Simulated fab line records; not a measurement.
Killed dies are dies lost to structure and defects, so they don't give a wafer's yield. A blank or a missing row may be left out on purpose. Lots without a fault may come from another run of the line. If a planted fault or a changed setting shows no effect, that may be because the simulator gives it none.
Matching of chambers + flow nand-harc + NHARC_P_BONDPAD_ETCH_37 on rie-diel-11 has 4 sister chambers
The step etches the open film in N2/H2, target depth 60 nm, overetch 18 nm, time 65.91 s. 16 wafers are shown with their chamber, then 8 later ones without.

== WAFERS WITH THEIR CHAMBER ==
| wafer  | chamber | showerhead-plenum-p-Torr (Torr) | oes-product-au (a.u.) | rf-vpp-V (V) |
|--------|---------|---------------------------------|-----------------------|--------------|
| L074.3 | 2       | 2.01                            | 0.997                 | 430.0        |
| L074.4 | 0       | 2.02                            | 0.992                 | 431.1        |
| L074.5 | 1       | 2.07                            | 0.979                 | 430.7        |
| L076.1 | 2       | 2.01                            | 1.009                 | 430.8        |
| L076.3 | 0       | 2.02                            | 1.008                 | 430.0        |
| L076.4 | 3       | 1.95                            | 1.011                 | 428.4        |
| L078.1 | 0       | 2.02                            | 0.992                 | 429.8        |
| L078.4 | 2       | 2.01                            | 1.003                 | 428.9        |
| L078.6 | 3       | 1.95                            | 1.002                 | 427.8        |
| L079.1 | 3       | 1.95                            | 1.011                 | 428.0        |
| L079.2 | 2       | 2.01                            | 1.005                 | 429.8        |
| L079.6 | 0       | 2.02                            | 1.009                 | 428.3        |
| L087.1 | 2       | 2.00                            | 1.005                 | 430.2        |
| L087.3 | 3       | 1.95                            | 1.006                 | 427.0        |
| L087.4 | 0       | 2.02                            | 1.000                 | 429.0        |
| L089.1 | 2       | 2.00                            | 1.004                 | 427.5        |

SIGNATURES (averages over the wafers above)
| reading                  | chamber 0 | chamber 1 | chamber 2 | chamber 3 | scatter within a chamber |
|--------------------------|-----------|-----------|-----------|-----------|--------------------------|
| showerhead-plenum-p-Torr | 2.0200    | 2.0700    | 2.0067    | 1.9500    | 0.00333                  |
| oes-product-au           | 1.00020   | 0.97900   | 1.00383   | 1.00750   | 0.00582                  |
| rf-vpp-V                 | 429.640   | 430.700   | 429.533   | 427.800   | 1.02                     |
Rule: for a wafer and a chamber, the distance is found by dividing, reading by reading, the gap between the wafer's reading and the chamber's mean by the reading's scatter, squaring, summing and taking the root. The wafer belongs to the nearest chamber; if the next one is less than 2 further off, it can't be placed. The scatter: take each reading less its chamber's mean, square it, sum over the shown wafers, divide by the number of wafers less the number of chambers, and take the root.

== WAFERS MISSING THEIR CHAMBER ==
| wafer  | showerhead-plenum-p-Torr (Torr) | oes-product-au (a.u.) | rf-vpp-V (V) |
|--------|---------------------------------|-----------------------|--------------|
| L089.2 | 2.07                            | 1.005                 | 431.1        |
| L089.6 | 2.07                            | 0.997                 | 430.7        |
| L091.1 | 1.95                            | 1.019                 | 428.6        |
| L091.2 | 2.00                            | 1.004                 | 428.7        |
| L091.6 | 2.00                            | 1.008                 | 429.0        |
| L094.1 | 2.02                            | 1.017                 | 430.7        |
| L094.4 | 2.00                            | 1.001                 | 429.2        |
| L094.6 | 2.00                            | 0.999                 | 430.8        |

== CHAMBER TAKEN BY EACH ==
| wafer  | from the rows above     | in truth |
|--------|-------------------------|----------|
| L089.2 | 1                       | 1        |
| L089.6 | 1                       | 1        |
| L091.1 | 3                       | 3        |
| L091.2 | 2                       | 2        |
| L091.6 | 2                       | 2        |
| L094.1 | can't be placed: 0 or 2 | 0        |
| L094.4 | 2                       | 2        |
| L094.6 | 2                       | 2        |
Placed correctly: 7 of 8. These rows do not allow placing 1 (true chamber among the candidates in 1). Wrongly placed: 0.
